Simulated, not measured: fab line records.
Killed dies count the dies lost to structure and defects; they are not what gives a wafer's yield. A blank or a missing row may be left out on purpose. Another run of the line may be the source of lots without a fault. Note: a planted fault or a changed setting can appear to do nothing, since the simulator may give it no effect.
Which tool was responsible? | flow nand harc | 36 wafers from 12 lots sampled at 5 of the route's 1159 steps

## WHAT THE GAUGES SHOWED, per wafer
NHARC_A_BONDPAD_INSPECT_23.
lot  | measured     | on                | raw defect count
L190 | day 18 06:20 | defect inspect-02 | 748 498 741
L192 | day 18 17:55 | defect inspect-01 | 515 318 474
L195 | day 18 18:19 | defect inspect-01 | 401 429 579
L193 | day 19 06:13 | defect inspect-02 | 818 450 525
L196 | day 19 14:31 | defect inspect-02 | 749 563 907
L194 | day 19 15:32 | defect inspect-02 | 319 523 540
L203 | day 22 00:18 | defect inspect-02 | 357 413 497
L206 | day 22 06:02 | defect inspect-02 | 450 593 772
L209 | day 23 00:23 | defect inspect-02 | 625 467 380
L207 | day 23 01:27 | defect inspect-02 | 272 353 307
L211 | day 23 14:43 | defect inspect-02 | 591 492 568
L213 | day 24 03:34 | defect inspect-02 | 464 559 377

NHARC_END_SORT_01.
lot  | measured     | on        | defect limited yield (%) | killed at array | killed at other | killed at periphery | killed dies | killed open | killed short | sort_bin_2_pct (%) | sort_bin_3_pct (%) | sort_bin_4_pct (%) | sort n pass | sort rim yield pct (%) | sort yield pct (%)
L203 | day 23 06:19 | prober-02 | 95.7 0 96.9              | 26 18 19        | 0 659 1         | 3 0 1               | 29 677 21   | 3 2 3       | 4 1 1        | 1.6 98.2 0.7       | 0 0.15 0.15        | 2.7 1.6 2.2        | 648 0 656   | 99 0 91                | 95.7 0 96.9

## WHICH TOOL RAN EACH LOT (tool, then ch and the chambers of the sampled wafers, then the start)
lot  | NHARC_THIN_TSV_DEP_43           | NHARC_THIN_TSV_ETCHBACK_48         | NHARC_THIN_TSV_PVD_51
L190 | pecvd-04 ch 0,1,2, day 19 16:11 | rie diel-03 ch 1,2,3, day 19 19:25 | pvd sputter-02, no start
L192 | pecvd-03 ch 1,2, day 19 17:14   | rie diel-09 ch 0,3, day 19 20:16   | pvd sputter-02, no start
L195 | pecvd-03 ch 0,1,2, day 19 18:22 | rie diel-09 ch 0,1, day 19 21:31   | pvd sputter-01, no start
L193 | pecvd-01 ch 0,2, day 19 19:34   | rie diel-05 ch 1,2, day 19 22:49   | pvd sputter-02, no start
L196 | pecvd-03 ch 0,1,2, day 20 02:56 | rie diel-05 ch 2,3, day 20 07:16   | pvd sputter-02, no start
L194 | pecvd-01 ch 0,2, day 20 04:12   | rie diel-09 ch 0,1, day 20 07:35   | pvd sputter-02, no start
L203 | pecvd-04 ch 0,1,2, day 22 14:33 | rie diel-03 ch 0,2,3, day 22 17:42 | pvd sputter-01, day 23 06:19 or earlier
L206 | pecvd-04 ch 0,1,2, day 22 15:55 | rie diel-09 ch 1,2,3, day 22 19:13 | pvd sputter-02, no start
L209 | pecvd-04 ch 0,1, day 23 12:38   | rie diel-05 ch 1,2, day 23 16:50   | pvd sputter-02, no start
L207 | pecvd-03 ch 0,1,2, day 23 15:08 | rie diel-05 ch 0,1,2, day 23 18:06 | pvd sputter-02, no start
L211 | pecvd-04 ch 0,2, day 24 02:26   | rie diel-09 ch 0,1,2, day 24 05:49 | pvd sputter-01, no start
L213 | pecvd-03 ch 0,2, day 24 16:02   | rie diel-05 ch 0,2, day 24 19:28   | pvd sputter-01, no start
- NHARC_THIN_TSV_DEP_43: deposits SiO2, target thk 1328.5 nm.
- NHARC_THIN_TSV_ETCHBACK_48: etches the open film in C4F8/Ar, target depth 1028.5 nm, time 405.17 s.
- NHARC_THIN_TSV_PVD_51: deposits Cu, target thk 100 nm.

## AS READ BY THE TOOLS THEMSELVES (means over the sampled wafers that have a number; for cases with no such wafer, the mark the record gives instead)
NHARC_THIN_TSV_DEP_43.
lot  | tool     | throttle valve pct (%)
L190 | pecvd-04 | 16.1
L192 | pecvd-03 | 16.2
L195 | pecvd-03 | 16.2
L193 | pecvd-01 | 16.0
L196 | pecvd-03 | 16.3
L194 | pecvd-01 | 15.7
L203 | pecvd-04 | 16.2
L206 | pecvd-04 | 16.2
L209 | pecvd-04 | 16.4
L207 | pecvd-03 | 16.2
L211 | pecvd-04 | 16.3
L213 | pecvd-03 | 15.7

NHARC_THIN_TSV_ETCHBACK_48.
lot  | tool        | bias w (W) | chamber pressure mTorr (mTorr) | oes product au (a.u.) | rf vpp V (V)
L190 | rie diel-03 | 299.8      | 25.006                         | 0.932                 | 548.9
L192 | rie diel-09 | 299.5      | 24.975                         | 0.996                 | 547.7
L195 | rie diel-09 | 299.8      | 25.028                         | 0.963                 | 547.6
L193 | rie diel-05 | 299.2      | 24.982                         | 0.926                 | 546.5
L196 | rie diel-05 | 300.0      | 25.009                         | 0.935                 | 545.6
L194 | rie diel-09 | 299.1      | 25.003                         | 0.962                 | 548.0
L203 | rie diel-03 | 300.2      | 24.991                         | 0.879                 | 549.3
L206 | rie diel-09 | 299.8      | 25.008                         | 0.929                 | 548.4
L209 | rie diel-05 | 300.0      | 24.974                         | 0.956                 | 545.5
L207 | rie diel-05 | 299.6      | 25.004                         | 0.982                 | 545.6
L211 | rie diel-09 | 299.7      | 24.989                         | 0.956                 | 547.6
L213 | rie diel-05 | 299.8      | 24.994                         | 0.921                 | 545.4

NHARC_THIN_TSV_PVD_51.
lot  | tool           | chamber pressure pa (Pa) | throttle valve pct (%)
L190 | pvd sputter-02 | 4.995                    | 29.5
L192 | pvd sputter-02 | 5.005                    | 29.3
L195 | pvd sputter-01 | 4.987                    | 30.8
L193 | pvd sputter-02 | 5.005                    | 30.0
L196 | pvd sputter-02 | 5.005                    | 29.6
L194 | pvd sputter-02 | 5.003                    | 29.4
L203 | pvd sputter-01 | 5.004                    | 30.8
L206 | pvd sputter-02 | 5.011                    | 29.5
L209 | pvd sputter-02 | 5.012                    | 29.3
L207 | pvd sputter-02 | 5.012                    | 29.4
L211 | pvd sputter-01 | 4.998                    | 30.6
L213 | pvd sputter-01 | 5.002                    | 30.7

## THE ANSWER, worked out from the rows above alone
Rule: the usual values come from the lots themselves. The widest of any qualifying gaps counts: lots, ordered by their means at a reading, are off when they make up no more than a third of the lots, leave a main group of 4 or more, and stand apart from it by 3 or more times the standard deviation of that group's means. A main group whose means are all the same, to the digits that the tables above print for the reading, isn't used. A lot without any number at a reading at which 4 lots or more have one is off too. The other lots that the step has rows for count as sound. Order of review: gauges by route order, followed by the tools' own readings, for which a lot's mean as printed above is used. At the first step where some lot is off, the reading lying furthest off is the one used; lots without a number count as furthest.
Across all readings shown, no lot is off: no conclusion can be drawn from this.

## WHAT HAD BEEN PUT IN BY THE SIMULATOR
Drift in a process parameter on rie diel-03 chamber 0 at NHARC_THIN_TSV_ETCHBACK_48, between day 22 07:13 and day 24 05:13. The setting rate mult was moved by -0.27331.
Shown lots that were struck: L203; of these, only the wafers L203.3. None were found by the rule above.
